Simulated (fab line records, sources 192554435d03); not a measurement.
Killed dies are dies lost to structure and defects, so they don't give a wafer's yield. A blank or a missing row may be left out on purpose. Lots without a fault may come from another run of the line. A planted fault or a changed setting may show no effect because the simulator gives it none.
Chamber matching | flow n5_finfet | N5_BEOL_M0_SAQP_PECVD_96 on pecvd-01: 3 sister chambers
The step deposits a-Si from SiH4/He, target thk 45 nm, time 45.2 s. 20 wafers are shown with their chamber, then 10 later ones without.

WAFERS WITH THEIR CHAMBER
wafer  | chamber | showerhead_plenum_p_Torr (Torr) | throttle_valve_pct (%) | heater_power_w (W)
L074.3 | 1       | 5.60                            | 17.6                   | 573
L074.4 | 1       | 5.58                            | 17.6                   | 573
L074.5 | 2       | 5.57                            | 17.6                   | 668
L076.3 | 1       | 5.58                            | 17.4                   | 606
L076.5 | 2       | 5.59                            | 17.9                   | 687
L076.6 | 0       | 5.72                            | 18.3                   | 639
L077.1 | 0       | 5.72                            | 18.2                   | 559
L077.4 | 0       | 5.72                            | 18.0                   | 577
L077.5 | 1       | 5.59                            | 17.5                   | 561
L080.2 | 2       | 5.57                            | 17.5                   | 595
L080.5 | 2       | 5.59                            | 17.9                   | 611
L080.6 | 1       | 5.59                            | 17.3                   | 631
L081.2 | 2       | 5.60                            | 17.6                   | 692
L081.4 | 0       | 5.72                            | 17.9                   | 565
L081.5 | 2       | 5.59                            | 17.5                   | 677
L086.4 | 0       | 5.73                            | 18.2                   | 611
L086.5 | 1       | 5.60                            | 17.4                   | 621
L086.6 | 2       | 5.59                            | 17.8                   | 711
L087.2 | 1       | 5.60                            | 17.4                   | 549
L087.3 | 0       | 5.73                            | 18.1                   | 576

SIGNATURES (means of the wafers above)
reading                  | chamber 0 | chamber 1 | chamber 2 | scatter within a chamber
showerhead_plenum_p_Torr | 5.7233    | 5.5914    | 5.5857    | 0.00904
throttle_valve_pct       | 18.117    | 17.457    | 17.686    | 0.148
heater_power_w           | 587.83    | 587.71    | 663.00    | 36
Rule: a wafer's distance from a chamber is the root of the sum, over the readings, of the square of ((its reading less the chamber's mean) divided by the reading's scatter). The wafer belongs to the nearest chamber; if the next one is less than 2 further off, it can't be placed. The scatter: the root of (the sum of the squares of (reading less its chamber's mean) over the shown wafers, divided by (wafers less chambers)).

WAFERS WITHOUT THEIR CHAMBER
wafer  | showerhead_plenum_p_Torr (Torr) | throttle_valve_pct (%) | heater_power_w (W)
L087.5 | 5.59                            | 17.2                   | 558
L090.1 | 5.59                            | 17.6                   | 688
L090.2 | 5.60                            | 17.4                   | 610
L090.3 | 5.73                            | 17.9                   | 619
L091.1 | 5.57                            | 18.0                   | 622
L091.5 | 5.59                            | 17.5                   | 626
L091.6 | 5.58                            | 17.7                   | 606
L097.3 | 5.60                            | 17.3                   | 625
L097.5 | 5.59                            | 18.3                   | 625
L097.6 | 5.60                            | 17.6                   | 617

WHICH CHAMBER EACH WENT THROUGH
wafer  | from the rows above     | in truth
L087.5 | 1                       | 1
L090.1 | can't be placed: 2 or 1 | 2
L090.2 | can't be placed: 1 or 2 | 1
L090.3 | 0                       | 0
L091.1 | can't be placed: 2 or 1 | 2
L091.5 | can't be placed: 1 or 2 | 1
L091.6 | can't be placed: 2 or 1 | 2
L097.3 | can't be placed: 1 or 2 | 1
L097.5 | can't be placed: 2 or 1 | 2
L097.6 | can't be placed: 1 or 2 | 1
Placed correctly: 2 of 10. Can't be placed from these rows: 8 (the true chamber is among the candidates in 8). Placed wrongly: 0.
